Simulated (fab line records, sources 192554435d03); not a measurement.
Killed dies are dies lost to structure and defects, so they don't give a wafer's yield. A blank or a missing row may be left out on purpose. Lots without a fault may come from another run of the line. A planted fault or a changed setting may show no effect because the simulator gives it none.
Split-lot experiment | flow n5_finfet | 7 lots, 21 wafers read, on a route of 1938 steps

THE SPLIT
At N5_BEOL_M3_COAT_22 (resist thk 30 nm), the setting spin_rpm was moved away from the recipe's 1500 rpm on 8 of the 21 wafers read, by -10.5% to +9.4%. The other wafers ran this setting at the recipe's value.

The reading is taken at the split's own step.

THE READING
CAR-EUV_of_BEOL_M3_COAT_22.thk_nm (the simulator's own value, which no gauge read), in nm, at N5_BEOL_M3_COAT_22 (resist thk 30 nm). The file gives no usual value for it. The 13 wafers here that ran the recipe average 30.0 nm, standard deviation 0.084 nm.

wafer  | tool, chamber at the split | spin_rpm as run, rpm | against the recipe | CAR-EUV_of_BEOL_M3_COAT_22.thk_nm, nm | against lot-mates on the recipe
L074.4 | litho_track-01, 0          | 1500                 | recipe             | 30.2                                  | -
L074.5 | litho_track-01, 0          | 1500                 | recipe             | 30.2                                  | -
L074.6 | litho_track-01, 0          | 1500                 | recipe             | 30                                    | -
L075.3 | litho_track-01, 0          | 1500                 | recipe             | 30                                    | -
L075.5 | litho_track-01, 0          | 1500                 | recipe             | 30                                    | -
L075.6 | litho_track-01, 0          | 1500                 | recipe             | 30                                    | -
L082.2 | litho_track-01, 0          | 1595                 | +6.3%              | 28.8                                  | no lot-mate on the recipe
L082.3 | litho_track-01, 0          | 1595                 | +6.3%              | 29                                    | no lot-mate on the recipe
L082.5 | litho_track-01, 0          | 1595                 | +6.3%              | 29                                    | no lot-mate on the recipe
L083.1 | litho_track-04, 0          | 1641                 | +9.4%              | 28.6                                  | -1.4
L083.5 | litho_track-04, 0          | 1641                 | +9.4%              | 28.6                                  | -1.4
L083.2 | litho_track-04, 0          | 1500                 | recipe             | 30                                    | -
L084.1 | litho_track-04, 0          | 1500                 | recipe             | 30                                    | -
L084.3 | litho_track-04, 0          | 1500                 | recipe             | 30                                    | -
L084.4 | litho_track-04, 0          | 1589                 | +5.9%              | 29.2                                  | -0.8
L085.3 | litho_track-01, 0          | 1500                 | recipe             | 30                                    | -
L085.6 | litho_track-01, 0          | 1500                 | recipe             | 30                                    | -
L085.4 | litho_track-01, 0          | 1500                 | recipe             | 30.2                                  | -
L092.2 | litho_track-03, 0          | 1500                 | recipe             | 30                                    | -
L092.3 | litho_track-03, 0          | 1343                 | -10.5%             | 31.6                                  | +1.6
L092.5 | litho_track-03, 0          | 1343                 | -10.5%             | 31.8                                  | +1.8

THE FIT
A straight line over all 21 wafers: CAR-EUV_of_BEOL_M3_COAT_22.thk_nm changes by -0.159 nm for each +1% of spin_rpm; r = -0.99; the points scatter about the line by 0.099 nm.
The same after taking each lot's own level away (the mean of its wafers on the recipe; 18 wafers): -0.155 nm for each +1%; r = -1.00; scatter 0.078 nm.
On that fit, the largest move of spin_rpm shifts the reading by 1.6 nm.
The lots' own levels span 30.00 to 30.13 nm, that is 1.6 times the standard deviation above.
So the lot-to-lot level changes the slope little: the two slopes agree.
Check: with one of the wafers moved furthest among these (-10.5%) left out of the fit, the line predicts +1.66 nm for it against its lot-mates. It came out at +1.6 nm against them.

OTHER SPLITS ON THESE WAFERS
These wafers also went through other splits before the reading. Each is held against what the fit with the lots' levels taken away leaves over:
other split on the same wafers         | wafers away from the commonest value | r with CAR-EUV_of_BEOL_M3_COAT_22.thk_nm (lot level and that fit taken away)
N5_GATE_CUT_COAT_34 spin_rpm           | 7                                    | +0.13
N5_MOL_CONTACT_COAG_ALD_27 time_s      | 10                                   | +0.26
N5_MOL_CONTACT_COAG_ALD_131 ald_cycles | 10                                   | -0.17
N5_MOL_CONTACT_COAG_ETCH_91 time_s     | 6                                    | -0.05
N5_BEOL_M0_SAQP_COAT_08 spin_rpm       | 8                                    | -0.44
N5_BEOL_M0_SAQP_DESCUM_19 time_s       | 9                                    | +0.02
N5_BEOL_M0_CUTY_EXPOSE_54 dose_mj      | 8                                    | +0.28
N5_BEOL_M0_ETCH_138 source_w           | 7                                    | -0.07
N5_BEOL_M1_PECVD_72 time_s             | 8                                    | -0.14
N5_BEOL_M2_DESCUM_33 time_s            | 6                                    | +0.11
N5_BEOL_M2_ETCH_69 bias_w              | 7                                    | +0.20

THE FILE'S OWN FIT
CAR-EUV_of_BEOL_M3_COAT_22.thk_nm changes by -0.153 nm for each +1% of spin_rpm, r = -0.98.
